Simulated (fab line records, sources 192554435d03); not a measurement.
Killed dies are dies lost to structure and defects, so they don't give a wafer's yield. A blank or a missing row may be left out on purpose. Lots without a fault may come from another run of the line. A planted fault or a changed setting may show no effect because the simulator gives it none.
One fault seen from 2 desks | flow n5_finfet | each desk has only its own numbers; what lay behind them comes last

THE DEFECT DESK
What the inspections along the route counted, lot by lot: means of the sampled wafers that have a number. A lot is out of limits, marked OUT, if its mean lies more than 4 standard deviations from the usual mean; the brackets give that distance.
Columns: A = raw_defect_count at N5_BEOL_M14_INSPECT_55, usual 73
lot  | first seen here | A
L799 | day 11 23:41    | 55
L803 | day 12 17:53    | 79
L802 | day 12 18:04    | 68
L804 | day 13 08:29    | 70
L809 | day 14 04:21    | 836 (+32) OUT
L810 | day 14 09:14    | 916 (+35) OUT
L816 | day 16 00:10    | 86
L815 | day 16 02:41    | 95
L818 | day 16 14:00    | 98
L822 | day 17 17:31    | 84
L821 | day 18 16:53    | 72
This desk's finding: out of limits on L809, L810; first on L809, day 14 04:21 (raw_defect_count at N5_BEOL_M14_INSPECT_55). In limits: L799, L803, L802, L804, L816, L815, L818, L822, L821.

THE METROLOGY DESK
What the gauges read, lot by lot, whatever tool the lot ran on: means of the sampled wafers that have a number. A lot is out of limits, marked OUT, if its mean lies more than 4 standard deviations from the usual mean; the brackets give that distance.
Columns: A = M15_ILD_THK at N5_BEOL_M15_THK_MEAS_01, usual 1629 nm
lot  | first seen here | A
L799 | day 11 23:59    | 1625
L803 | day 12 18:10    | 1632
L802 | day 12 18:21    | 1619
L804 | day 13 08:47    | 1617
L809 | day 14 04:38    | 1656
L810 | day 14 09:31    | 1624
L816 | day 16 00:27    | 1620
L815 | day 16 02:58    | 1630
L818 | day 16 14:17    | 1622
L822 | day 17 17:55    | 1637
L821 | day 18 17:23    | 1646
This desk's finding: nothing out of limits on any of the 11 lots.

PUT TOGETHER
The defect desk could have raised an alarm at day 14 04:21, on L809, L810.
The metrology desk saw nothing out of limits.
The metrology desk has L809, L810 on record, within its limits.
Of the lots named, all ran N5_BEOL_M14_PRE_CLEAN_52 on pecvd-03.

WHAT THE SIMULATOR HAD PUT IN
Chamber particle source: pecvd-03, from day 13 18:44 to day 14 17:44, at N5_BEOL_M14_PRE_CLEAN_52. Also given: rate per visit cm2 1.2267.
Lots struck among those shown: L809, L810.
Hours from the fault's start to each desk's first reading out of limits: the defect desk, 10.
